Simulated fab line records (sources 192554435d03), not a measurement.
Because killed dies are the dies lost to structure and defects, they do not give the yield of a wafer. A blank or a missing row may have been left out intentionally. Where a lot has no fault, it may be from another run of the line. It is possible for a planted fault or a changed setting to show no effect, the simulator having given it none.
Lot-split experiment + flow n5Finfet + route with 1938 steps; 7 lots, 39 wafers read

THE SPLIT
At N5_BEOL_M0_CUTY_ETCH_63 (etches SOC in N2/H2, target depth 82.7 nm, overetch 16.5 nm, time 124 s), the setting timeS was moved away from the recipe's 124 s on 12 of the 39 wafers read, by -18.5% to +39.1%. All remaining wafers had this setting at the recipe value.

FROM THE SPLIT TO THE READING: what the file shows between them, 2 steps
- N5_BEOL_M0_CUTY_STRIP_64: strips in N2/H2
- N5_BEOL_M0_ETCH_138: etches SiCN in CH3F/O2, target depth 12 nm, time 31.6 s

THE READING
SiO2_of_BEOL_M0_SAQP_SPACER2_ALD_26.thkNm (the simulator's own value, which no gauge read), in nm, at N5_BEOL_M0_HM_OPEN_105 (chemistry Cl2/BCl3, target TiN, target depth 12 nm). There is no usual value for it anywhere in the file. Here, 27 wafers ran the recipe; their average is 2.8 nm with a standard deviation of 0.13 nm.

| wafer  | tool, chamber at the split | timeS as run, s | against the recipe | SiO2_of_BEOL_M0_SAQP_SPACER2_ALD_26.thkNm, nm | against lot-mates on the recipe |
|--------|----------------------------|-----------------|--------------------|-----------------------------------------------|---------------------------------|
| L078.1 | rieDiel-04, 0,1            | 124             | recipe             | 2.8                                           | -                               |
| L078.3 | rieDiel-04, 0,1            | 124             | recipe             | 2.8                                           | -                               |
| L078.2 | rieDiel-04, 2,0,1          | 104.7           | -15.6%             | 3.2                                           | +0.3                            |
| L078.6 | rieDiel-04, 2,0,1          | 104.7           | -15.6%             | 3.2                                           | +0.3                            |
| L078.4 | rieDiel-04, 3              | 124             | recipe             | 3.2                                           | -                               |
| L078.5 | rieDiel-04, 2,0,1          | 104.7           | -15.6%             | 3.4                                           | +0.5                            |
| L081.1 | rieDiel-01, 2,1            | 101             | -18.5%             | 3.4                                           | +0.6                            |
| L081.2 | rieDiel-01, 2,1            | 101             | -18.5%             | 3.4                                           | +0.6                            |
| L081.3 | rieDiel-01, 0              | 101             | -18.5%             | 3.4                                           | +0.6                            |
| L081.4 | rieDiel-01, 3,2,1          | 124             | recipe             | 2.8                                           | -                               |
| L081.5 | rieDiel-01, 3,2,1          | 124             | recipe             | 2.8                                           | -                               |
| L081.6 | rieDiel-01, 3,2,1          | 124             | recipe             | 2.8                                           | -                               |
| L089.1 | rieDiel-03, 1              | 151.6           | +22.3%             | 2.2                                           | -0.7                            |
| L089.2 | rieDiel-03, 3              | 151.6           | +22.3%             | 2                                             | -0.9                            |
| L089.6 | rieDiel-03, 1              | 151.6           | +22.3%             | 2                                             | -0.9                            |
| L089.3 | rieDiel-03, 0,2,2          | 124             | recipe             | 3                                             | -                               |
| L089.4 | rieDiel-03, 0,2,2          | 124             | recipe             | 2.8                                           | -                               |
| L089.5 | rieDiel-03, 0,2,2          | 124             | recipe             | 2.8                                           | -                               |
| L090.3 | rieDiel-01, 2              | 124             | recipe             | 2.8                                           | -                               |
| L090.6 | rieDiel-01, 0,1            | 124             | recipe             | 2.8                                           | -                               |
| L090.5 | rieDiel-01, 0,1            | 124             | recipe             | 2.6                                           | -                               |
| L091.1 | rieDiel-01, 3,2            | 124             | recipe             | 2.8                                           | -                               |
| L091.2 | rieDiel-01, 1              | 124             | recipe             | 2.8                                           | -                               |
| L091.3 | rieDiel-01, 2              | 172.5           | +39.1%             | 1.8                                           | -1.1                            |
| L091.6 | rieDiel-01, 0,1            | 172.5           | +39.1%             | 1.8                                           | -1.1                            |
| L091.4 | rieDiel-01, 0,1            | 172.5           | +39.1%             | 1.6                                           | -1.3                            |
| L091.5 | rieDiel-01, 3,2            | 124             | recipe             | 3                                             | -                               |
| L093.1 | rieDiel-01, 1              | 124             | recipe             | 2.6                                           | -                               |
| L093.5 | rieDiel-01, 1              | 124             | recipe             | 2.6                                           | -                               |
| L093.2 | rieDiel-01, 3,2,0,2        | 124             | recipe             | 2.8                                           | -                               |
| L093.3 | rieDiel-01, 3,2,0,2        | 124             | recipe             | 2.8                                           | -                               |
| L093.4 | rieDiel-01, 3,2,0,2        | 124             | recipe             | 2.8                                           | -                               |
| L093.6 | rieDiel-01, 3,2,0,2        | 124             | recipe             | 2.8                                           | -                               |
| L094.1 | rieDiel-03, 0,2,2,0        | 124             | recipe             | 3                                             | -                               |
| L094.2 | rieDiel-03, 0,2,2,0        | 124             | recipe             | 2.6                                           | -                               |
| L094.5 | rieDiel-03, 1              | 124             | recipe             | 2.6                                           | -                               |
| L094.3 | rieDiel-03, 1              | 124             | recipe             | 2.8                                           | -                               |
| L094.4 | rieDiel-03, 0,2,2,0        | 124             | recipe             | 2.8                                           | -                               |
| L094.6 | rieDiel-03, 0,2,2,0        | 124             | recipe             | 2.8                                           | -                               |
If several chambers appear in one row, that row covers several wafers at once and the file leaves open which wafer was in which chamber.

FIT RESULTS
A straight line over all 39 wafers: SiO2_of_BEOL_M0_SAQP_SPACER2_ALD_26.thkNm changes by -0.0293 nm for each +1% of timeS; r = -0.96; the points scatter about the line by 0.13 nm.
The same after taking each lot's own level away (the mean of its wafers on the recipe; 39 wafers): -0.0299 nm for each +1%; r = -0.96; scatter 0.12 nm.
Per that fit: largest timeS move, reading shift of 1.2 nm.
The lots' own levels span 2.73 to 2.93 nm, that is 1.5 times the standard deviation above.
The two slopes are in agreement: the lot-to-lot level therefore moves the slope only a little.
Check: with one of the wafers moved furthest among these (+39.1%) left out of the fit, the line predicts -1.21 nm for it against its lot-mates. Against them it came out at -1.07 nm.

OTHER SPLITS ON THESE WAFERS
These wafers also went through other splits before the reading. Each is held against what the fit with the lots' levels taken away leaves over:
| other split on the same wafers             | wafers away from the commonest value | r with SiO2_of_BEOL_M0_SAQP_SPACER2_ALD_26.thkNm (lot level and that fit taken away) |
|--------------------------------------------|--------------------------------------|--------------------------------------------------------------------------------------|
| N5_ZERO_LAYER_PECVD_02 timeS               | 15                                   | -0.30                                                                                |
| N5_FIN_SAQP_SPACER1_ALD_24 aldCycles       | 9                                    | -0.25                                                                                |
| N5_HKMG_FIN_ALD_75 targetThkA              | 18                                   | +0.05                                                                                |
| N5_MOL_CONTACT_COAG_SPUTTER_143 targetThkA | 12                                   | -0.32                                                                                |

THE WHOLE CHAIN: every reading that the file lists as answering this split, in the file's order
| step                    | what it does                                                            | reading                                                                                    | change (the file's fit)                | r (the file's) |
|-------------------------|-------------------------------------------------------------------------|--------------------------------------------------------------------------------------------|----------------------------------------|----------------|
| N5_BEOL_M0_CUTY_ETCH_63 | etches SOC in N2/H2, target depth 82.7 nm, overetch 16.5 nm, time 124 s | SiO2_of_BEOL_M0_SAQP_SPACER2_ALD_26.thkNm (the simulator's own value, which no gauge read) | -0.0365 nm for each +1% of the setting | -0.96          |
| N5_BEOL_M0_ETCH_138     | etches SiCN in CH3F/O2, target depth 12 nm, time 31.6 s                 | SiO2_of_BEOL_M0_SAQP_SPACER2_ALD_26.thkNm (the simulator's own value, which no gauge read) | -0.0346 nm for each +1% of the setting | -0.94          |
| N5_BEOL_M0_HM_OPEN_105  | chemistry Cl2/BCl3, target TiN, target depth 12 nm                      | SiO2_of_BEOL_M0_SAQP_SPACER2_ALD_26.thkNm (the simulator's own value, which no gauge read) | -0.03 nm for each +1% of the setting   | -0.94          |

THE FILE'S OWN FIT
SiO2_of_BEOL_M0_SAQP_SPACER2_ALD_26.thkNm changes by -0.03 nm for each +1% of timeS, r = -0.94.
